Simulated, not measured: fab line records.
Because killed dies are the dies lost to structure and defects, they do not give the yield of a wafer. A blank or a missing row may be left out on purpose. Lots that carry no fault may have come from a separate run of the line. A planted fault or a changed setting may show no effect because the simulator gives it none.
Chamber matching    flow nand-harc    NHARC_A_CONTACT_ETCH_92 on rie-diel-12 has 4 sister chambers
The step etches the open film in CH3F/O2, target depth 40 nm, time 85.7 s. 8 wafers are shown with their chamber, then 9 later ones without.

EACH WAFER AND ITS CHAMBER
wafer   chamber  showerhead-plenum-p-Torr (Torr)  drypump-motor-current-A (A)
L078.5  0        2.44                             5.8
L079.3  3        2.37                             4.7
L083.6  1        2.53                             6.0
L084.4  0        2.43                             5.8
L084.5  1        2.53                             6.0
L087.1  3        2.37                             4.7
L087.3  2        2.44                             5.4
L087.5  2        2.44                             5.5

WAFERS WHOSE CHAMBER IS MISSING
wafer   showerhead-plenum-p-Torr (Torr)  drypump-motor-current-A (A)
L086.1  2.44                             5.4
L086.2  2.43                             5.8
L086.4  2.53                             6.0
L091.1  2.43                             5.4
L091.3  2.42                             5.8
L091.6  2.43                             5.4
L096.1  2.52                             6.0
L096.4  2.52                             6.0
L096.6  2.42                             5.8

WHICH CHAMBER EACH ONE RAN IN
wafer   from the rows above  in truth
L086.1  2                    2
L086.2  0                    0
L086.4  1                    1
L091.1  2                    2
L091.3  0                    0
L091.6  2                    2
L096.1  1                    1
L096.4  1                    1
L096.6  0                    0
Correctly placed: 9 of 9. Number that these rows cannot place: 0. Wrongly placed: 0.
How it was worked out, from the rows above alone: a wafer's distance from a chamber is the root of the sum, over the readings, of the square of ((its reading less the chamber's mean) divided by the reading's scatter). If the next closest chamber is less than 2 further off than the closest, the wafer can't be placed; otherwise it belongs to the closest. Each chamber's mean is taken over the wafers shown for it. The scatter: the root of (the sum of the squares of (reading less its chamber's mean) over the shown wafers, divided by (wafers less chambers)).
